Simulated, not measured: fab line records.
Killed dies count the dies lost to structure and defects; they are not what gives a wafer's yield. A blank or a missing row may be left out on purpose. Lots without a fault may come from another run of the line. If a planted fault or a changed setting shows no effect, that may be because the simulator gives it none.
What tool caused it? || flow n5Finfet || Sampling: 11 lots, 31 wafers, 5 of 1938 route steps

## WHAT EACH GAUGE READ, for each wafer
N5_BEOL_M3_THK_MEAS_01.
{"lot": "L675", "measured": "day 7 02:35", "on": "filmMetro-02", "M3_ILD_THK (nm)": "79.0 79.6 80.6"}
{"lot": "L677", "measured": "day 7 17:59", "on": "filmMetro-01", "M3_ILD_THK (nm)": "79.1 80.2"}
{"lot": "L678", "measured": "day 8 04:13", "on": "filmMetro-02", "M3_ILD_THK (nm)": "78.9 77.9 79.3"}
{"lot": "L680", "measured": "day 8 11:31", "on": "filmMetro-02", "M3_ILD_THK (nm)": "79.1 78.4 80.1"}
{"lot": "L681", "measured": "day 8 14:50", "on": "filmMetro-01", "M3_ILD_THK (nm)": "77.6 79.1 79.3"}
{"lot": "L684", "measured": "day 9 09:59", "on": "filmMetro-01", "M3_ILD_THK (nm)": "77.5 79.0 78.2"}
{"lot": "L686", "measured": "day 9 22:26", "on": "filmMetro-01", "M3_ILD_THK (nm)": "149.7 79.4 81.2"}
{"lot": "L685", "measured": "day 10 02:41", "on": "filmMetro-01", "M3_ILD_THK (nm)": "78.5 79.9 79.1"}
{"lot": "L689", "measured": "day 10 14:34", "on": "filmMetro-02", "M3_ILD_THK (nm)": "78.5 150.2"}
{"lot": "L695", "measured": "day 11 22:45", "on": "filmMetro-02", "M3_ILD_THK (nm)": "78.5 80.8 80.4"}
{"lot": "L696", "measured": "day 12 12:52", "on": "filmMetro-02", "M3_ILD_THK (nm)": "78.6 78.6 78.7"}

## WHICH TOOL RAN EACH LOT (tool, then ch and the chambers of the sampled wafers, then the start)
{"lot": "L675", "N5_BEOL_M2_ANNEAL_82": "pvdSputter-02, day 7 00:10", "N5_BEOL_M2_ANNEAL_93": "pvdSputter-02, day 7 01:02", "N5_BEOL_M2_SPUTTER_96": "pvdSputter-02, day 7 01:24", "N5_BEOL_M3_ILD_DEP_00": "pecvd-02 ch 1,2, day 7 02:31"}
{"lot": "L677", "N5_BEOL_M2_ANNEAL_82": "pvdSputter-01, day 7 15:32", "N5_BEOL_M2_ANNEAL_93": "pvdSputter-01, day 7 16:25", "N5_BEOL_M2_SPUTTER_96": "pvdSputter-01, day 7 16:47", "N5_BEOL_M3_ILD_DEP_00": "pecvd-04 ch 1,2, day 7 17:55"}
{"lot": "L678", "N5_BEOL_M2_ANNEAL_82": "pvdSputter-02, day 8 01:32", "N5_BEOL_M2_ANNEAL_93": "pvdSputter-02, day 8 02:25", "N5_BEOL_M2_SPUTTER_96": "pvdSputter-02, day 8 02:47", "N5_BEOL_M3_ILD_DEP_00": "pecvd-01 ch 0,1, day 8 04:08"}
{"lot": "L680", "N5_BEOL_M2_ANNEAL_82": "pvdSputter-02, day 8 09:05", "N5_BEOL_M2_ANNEAL_93": "pvdSputter-02, day 8 09:58", "N5_BEOL_M2_SPUTTER_96": "pvdSputter-02, day 8 10:19", "N5_BEOL_M3_ILD_DEP_00": "pecvd-01 ch 0,2, day 8 11:26"}
{"lot": "L681", "N5_BEOL_M2_ANNEAL_82": "pvdSputter-03, day 8 12:19", "N5_BEOL_M2_ANNEAL_93": "pvdSputter-03, day 8 13:11", "N5_BEOL_M2_SPUTTER_96": "pvdSputter-03, day 8 13:33", "N5_BEOL_M3_ILD_DEP_00": "pecvd-04 ch 0,1,2, day 8 14:46"}
{"lot": "L684", "N5_BEOL_M2_ANNEAL_82": "pvdSputter-01, day 9 07:34", "N5_BEOL_M2_ANNEAL_93": "pvdSputter-01, day 9 08:26", "N5_BEOL_M2_SPUTTER_96": "pvdSputter-01, day 9 08:48", "N5_BEOL_M3_ILD_DEP_00": "pecvd-04 ch 0,1, day 9 09:55"}
{"lot": "L686", "N5_BEOL_M2_ANNEAL_82": "pvdSputter-03, day 9 19:57", "N5_BEOL_M2_ANNEAL_93": "pvdSputter-03, day 9 20:50", "N5_BEOL_M2_SPUTTER_96": "pvdSputter-03, day 9 21:11", "N5_BEOL_M3_ILD_DEP_00": "pecvd-04 ch 0,1, day 9 22:22"}
{"lot": "L685", "N5_BEOL_M2_ANNEAL_82": "pvdSputter-01, day 10 00:16", "N5_BEOL_M2_ANNEAL_93": "pvdSputter-01, day 10 01:09", "N5_BEOL_M2_SPUTTER_96": "pvdSputter-01, day 10 01:31", "N5_BEOL_M3_ILD_DEP_00": "pecvd-02 ch 0,1, day 10 02:38"}
{"lot": "L689", "N5_BEOL_M2_ANNEAL_82": "pvdSputter-01, day 10 12:04", "N5_BEOL_M2_ANNEAL_93": "pvdSputter-01, day 10 12:56", "N5_BEOL_M2_SPUTTER_96": "pvdSputter-01, day 10 13:18", "N5_BEOL_M3_ILD_DEP_00": "pecvd-04 ch 1,2, day 10 14:30"}
{"lot": "L695", "N5_BEOL_M2_ANNEAL_82": "pvdSputter-03, day 11 20:14", "N5_BEOL_M2_ANNEAL_93": "pvdSputter-03, day 11 21:07", "N5_BEOL_M2_SPUTTER_96": "pvdSputter-03, day 11 21:29", "N5_BEOL_M3_ILD_DEP_00": "pecvd-01 ch 0,2, day 11 22:40"}
{"lot": "L696", "N5_BEOL_M2_ANNEAL_82": "pvdSputter-02, day 12 10:26", "N5_BEOL_M2_ANNEAL_93": "pvdSputter-02, day 12 11:19", "N5_BEOL_M2_SPUTTER_96": "pvdSputter-02, day 12 11:40", "N5_BEOL_M3_ILD_DEP_00": "pecvd-01 ch 2, day 12 12:47"}
- N5_BEOL_M2_ANNEAL_82: time 240 s.
- N5_BEOL_M2_ANNEAL_93: time 240 s.
- N5_BEOL_M2_SPUTTER_96: material Cu, target thk 4.5 nm, time 8.29 s.
- N5_BEOL_M3_ILD_DEP_00: deposits SiOC from DEMS/O2, target thk 79 nm, time 15.3 s.

## THE ANSWER, worked out from the rows above alone
Rule: the lots themselves supply what counts as usual. The widest of any qualifying gaps counts: lots, ordered by their means at a reading, are off when they make up no more than a third of the lots, leave a main group of 4 or more, and stand apart from it by 3 or more times the standard deviation of that group's means. If all means in a main group match to the digits the tables above print for the reading, that group is not used. Also off: a lot with no number at a reading for which 4 or more lots have one. Where the step has rows for the other lots, those lots are counted as sound.
Off: at N5_BEOL_M3_THK_MEAS_01 (M3_ILD_THK), L686, L689. The main group has a mean of 79.1 nm with a standard deviation of 0.55.
A tool fits if, at a process step before that reading, it ran every lot that is off, and no sound lot after the first of them. Gauges at N5_BEOL_M3_THK_MEAS_01: tried the same way as those tools. One fits: N5_BEOL_M3_ILD_DEP_00 on pecvd-04. A fault onset in the window from L684 (day 9 09:55, its last sound lot) to L686 (day 9 22:22, its first lot off) fits.

## WHAT WAS PUT IN BY THE SIMULATOR
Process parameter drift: pecvd-04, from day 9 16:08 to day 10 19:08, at N5_BEOL_M3_ILD_DEP_00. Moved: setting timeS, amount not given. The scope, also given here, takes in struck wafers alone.
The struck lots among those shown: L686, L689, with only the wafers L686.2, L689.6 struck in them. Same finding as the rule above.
